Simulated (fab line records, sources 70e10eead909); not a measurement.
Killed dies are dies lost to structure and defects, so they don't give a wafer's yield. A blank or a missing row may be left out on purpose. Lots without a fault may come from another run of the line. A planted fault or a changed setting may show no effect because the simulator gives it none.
Which tool did it? | flow nand_harc | 13 lots, 39 wafers sampled, at 5 steps of a route of 1302

WHAT THE GAUGES READ, wafer by wafer
NHARC_A_CONTACT_INSPECT_71. Usual: raw_defect_count 84, standard deviation 38.
lot  | measured     | on                | raw_defect_count | flag
L940 | day 22 00:40 | defect_inspect-01 | 18 15 14         |
L941 | day 22 06:40 | defect_inspect-01 | 136 105 99       |
L943 | day 22 22:37 | defect_inspect-01 | 123 99 108       |
L944 | day 22 23:50 | defect_inspect-02 | 17 20 23         |
L947 | day 25 01:16 | defect_inspect-01 | 112 119 126      |
L954 | day 28 02:02 | defect_inspect-02 | 112 108 112      |
L953 | day 28 02:04 | defect_inspect-02 | 73 65 78         |
L955 | day 28 11:05 | defect_inspect-01 | 105 101 92       |
L956 | day 28 17:43 | defect_inspect-01 | 118 120 119      |
L959 | day 29 09:59 | defect_inspect-01 | 65 75 61         |
L958 | day 29 14:25 | defect_inspect-02 | 68 75 63         |
L960 | day 30 17:20 | defect_inspect-01 | 103 120 116      |
L961 | day 31 03:19 | defect_inspect-01 | 112 77 92        |

NHARC_END_SORT_01. Usual: killed_at_array 51, standard deviation 18; killed_at_other 1.0, standard deviation 1.2; killed_at_periphery 3.7, standard deviation 2.9; killed_dies 55, standard deviation 19; killed_open 3.5, standard deviation 1.9; killed_short 2.6, standard deviation 1.6.
lot  | measured     | on        | killed_at_array | killed_at_other | killed_at_periphery | killed_dies | killed_open | killed_short | flag
L953 | day 30 21:21 | prober-01 | 669 667 664     | 3 2 0           | 5 8 13              | 677 677 677 | 4 2 5       | 4 0 4        | OFF
L955 | day 31 02:05 | prober-02 | 667 668 667     | 2 1 0           | 8 8 10              | 677 677 677 | 3 1 5       | 3 2 3        | OFF

WHICH TOOL RAN EACH LOT (tool, then ch and the chambers of the sampled wafers, then the start)
lot  | NHARC_A_CONTACT_ETCH_129             | NHARC_A_CONTACT_ETCH_130             | NHARC_A_CONTACT_ETCH_133
L940 | har_cap_etch-02 ch 0,1, day 22 03:16 | har_cap_etch-02 ch 0,1, day 22 03:26 | har_cap_etch-02 ch 0,1, day 22 04:00
L941 | har_cap_etch-03 ch 0,1, day 22 09:15 | har_cap_etch-03 ch 0,1, day 22 09:26 | har_cap_etch-03 ch 0,1, day 22 10:02
L943 | har_cap_etch-02 ch 0,1, day 23 01:10 | har_cap_etch-02 ch 0,1, day 23 01:20 | har_cap_etch-02 ch 0,1, day 23 01:55
L944 | har_cap_etch-03 ch 1, day 23 02:22   | har_cap_etch-03 ch 1, day 23 02:33   | har_cap_etch-03 ch 1, day 23 03:05
L947 | har_cap_etch-02 ch 0,1, day 25 03:50 | har_cap_etch-02 ch 0,1, day 25 04:00 | har_cap_etch-02 ch 0,1, day 25 04:35
L954 | har_cap_etch-01 ch 0,1, day 28 04:32 | har_cap_etch-01 ch 0,1, day 28 04:43 | har_cap_etch-01 ch 0,1, day 28 05:15
L953 | har_cap_etch-02 ch 1, day 28 07:57   | har_cap_etch-02 ch 1, day 28 08:08   | har_cap_etch-02 ch 1, day 28 08:43
L955 | har_cap_etch-02 ch 0,1, day 28 13:44 | har_cap_etch-02 ch 0,1, day 28 13:55 | har_cap_etch-02 ch 0,1, day 28 14:32
L956 | har_cap_etch-01 ch 0,1, day 28 20:13 | har_cap_etch-01 ch 0,1, day 28 20:23 | har_cap_etch-01 ch 0,1, day 28 20:55
L959 | har_cap_etch-02 ch 0,1, day 29 12:35 | har_cap_etch-02 ch 0,1, day 29 12:46 | har_cap_etch-02 ch 0,1, day 29 13:18
L958 | har_cap_etch-03 ch 0,1, day 29 17:11 | har_cap_etch-03 ch 0,1, day 29 17:22 | har_cap_etch-03 ch 0,1, day 29 17:54
L960 | har_cap_etch-03 ch 0,1, day 30 20:17 | har_cap_etch-03 ch 0,1, day 30 20:28 | har_cap_etch-03 ch 0,1, day 30 21:04
L961 | har_cap_etch-03 ch 0, day 31 05:50   | har_cap_etch-03 ch 0, day 31 06:01   | har_cap_etch-03 ch 0, day 31 06:32
- NHARC_A_CONTACT_ETCH_129: etches the open film in C4F8/O2/Ar, time 197 s, target depth 1918 nm.
- NHARC_A_CONTACT_ETCH_130: etches the open film in C4F8/O2/Ar, time 197 s, target depth 1918 nm.
- NHARC_A_CONTACT_ETCH_133: etches the open film in C4F8/O2/Ar, time 374 s, target depth 1610 nm.

WHAT THE TOOLS THEMSELVES READ (means of the sampled wafers that have a number; where no wafer has one, the mark that the record gives instead)
NHARC_A_CONTACT_ETCH_129. Usual: chamber_pressure_mTorr 20.001 mTorr, standard deviation 0.018; oes_air_line_au 1.000 a.u., standard deviation 0.022.
lot  | tool            | chamber_pressure_mTorr (mTorr) | oes_air_line_au (a.u.) | flag
L940 | har_cap_etch-02 | 19.988                         | 0.992                  |
L941 | har_cap_etch-03 | 19.998                         | 0.973                  |
L943 | har_cap_etch-02 | 20.007                         | 0.999                  |
L944 | har_cap_etch-03 | 20.011                         | 1.001                  |
L947 | har_cap_etch-02 | 19.995                         | 1.007                  |
L954 | har_cap_etch-01 | 20.008                         | 0.987                  |
L953 | har_cap_etch-02 | 20.013                         | 1.024                  |
L955 | har_cap_etch-02 | 19.996                         | 1.006                  |
L956 | har_cap_etch-01 | 20.004                         | 1.003                  |
L959 | har_cap_etch-02 | 20.011                         | 0.984                  |
L958 | har_cap_etch-03 | 20.010                         | 0.989                  |
L960 | har_cap_etch-03 | 19.994                         | 1.004                  |
L961 | har_cap_etch-03 | 19.980                         | 1.004                  |

NHARC_A_CONTACT_ETCH_130. Usual: chamber_pressure_mTorr 20.001 mTorr, standard deviation 0.017; oes_air_line_au 0.997 a.u., standard deviation 0.02.
lot  | tool            | chamber_pressure_mTorr (mTorr) | oes_air_line_au (a.u.) | flag
L940 | har_cap_etch-02 | 19.998                         | 0.987                  |
L941 | har_cap_etch-03 | 19.996                         | 0.984                  |
L943 | har_cap_etch-02 | 20.008                         | 0.999                  |
L944 | har_cap_etch-03 | 19.999                         | 0.989                  |
L947 | har_cap_etch-02 | 20.011                         | 0.981                  |
L954 | har_cap_etch-01 | 20.024                         | 1.002                  |
L953 | har_cap_etch-02 | -                              | -                      | OFF
L955 | har_cap_etch-02 | -                              | -                      | OFF
L956 | har_cap_etch-01 | 19.985                         | 0.996                  |
L959 | har_cap_etch-02 | 19.997                         | 0.991                  |
L958 | har_cap_etch-03 | 19.993                         | 1.004                  |
L960 | har_cap_etch-03 | 19.998                         | 1.009                  |
L961 | har_cap_etch-03 | 20.001                         | 0.996                  |

NHARC_A_CONTACT_ETCH_133. Usual: chamber_pressure_mTorr 20.002 mTorr, standard deviation 0.017; oes_air_line_au 0.997 a.u., standard deviation 0.021.
lot  | tool            | chamber_pressure_mTorr (mTorr) | oes_air_line_au (a.u.) | flag
L940 | har_cap_etch-02 | 19.990                         | 1.026                  |
L941 | har_cap_etch-03 | 19.997                         | 0.997                  |
L943 | har_cap_etch-02 | 20.024                         | 0.987                  |
L944 | har_cap_etch-03 | 20.003                         | 1.009                  |
L947 | har_cap_etch-02 | 20.012                         | 1.001                  |
L954 | har_cap_etch-01 | 20.014                         | 0.999                  |
L953 | har_cap_etch-02 | 20.018                         | 1.004                  |
L955 | har_cap_etch-02 | 20.000                         | 1.011                  |
L956 | har_cap_etch-01 | 20.009                         | 0.992                  |
L959 | har_cap_etch-02 | 19.989                         | 0.971                  |
L958 | har_cap_etch-03 | 20.005                         | 0.986                  |
L960 | har_cap_etch-03 | 19.991                         | 0.995                  |
L961 | har_cap_etch-03 | 19.990                         | 0.976                  |

THE ANSWER, worked out from the rows above alone
Rule: a lot is off if the mean of its wafers that have a number lies more than 3 standard deviations from the usual mean. A lot without any number at a reading at which 4 lots or more have one is off too. The other lots that the step has rows for count as sound. The gauges are gone through in route order, then the tools' own readings, and for those a lot's mean is taken as printed above. The first step at which some lot is off is used, and at that step the reading that is off furthest; a lot without a number counts as furthest.
Off: L953, L955, at NHARC_END_SORT_01 (killed_at_array). Neither off nor sound, because the step has no rows for them: L940, L941, L943, L944, L947, L954, L956, L959, L958, L960, L961.
A tool fits if, at a process step before that reading, it ran every lot that is off, and no sound lot after the first of them. The gauges at NHARC_END_SORT_01 aren't tried: what is off there is off at NHARC_A_CONTACT_ETCH_130 too, on other tools, and a gauge's error can't cause that. One fits: har_cap_etch-02 at NHARC_A_CONTACT_ETCH_129 and NHARC_A_CONTACT_ETCH_130 and NHARC_A_CONTACT_ETCH_133. It ran no sound lot before its first lot that is off in this sample, so the start can't be narrowed down.

WHAT THE SIMULATOR HAD PUT IN
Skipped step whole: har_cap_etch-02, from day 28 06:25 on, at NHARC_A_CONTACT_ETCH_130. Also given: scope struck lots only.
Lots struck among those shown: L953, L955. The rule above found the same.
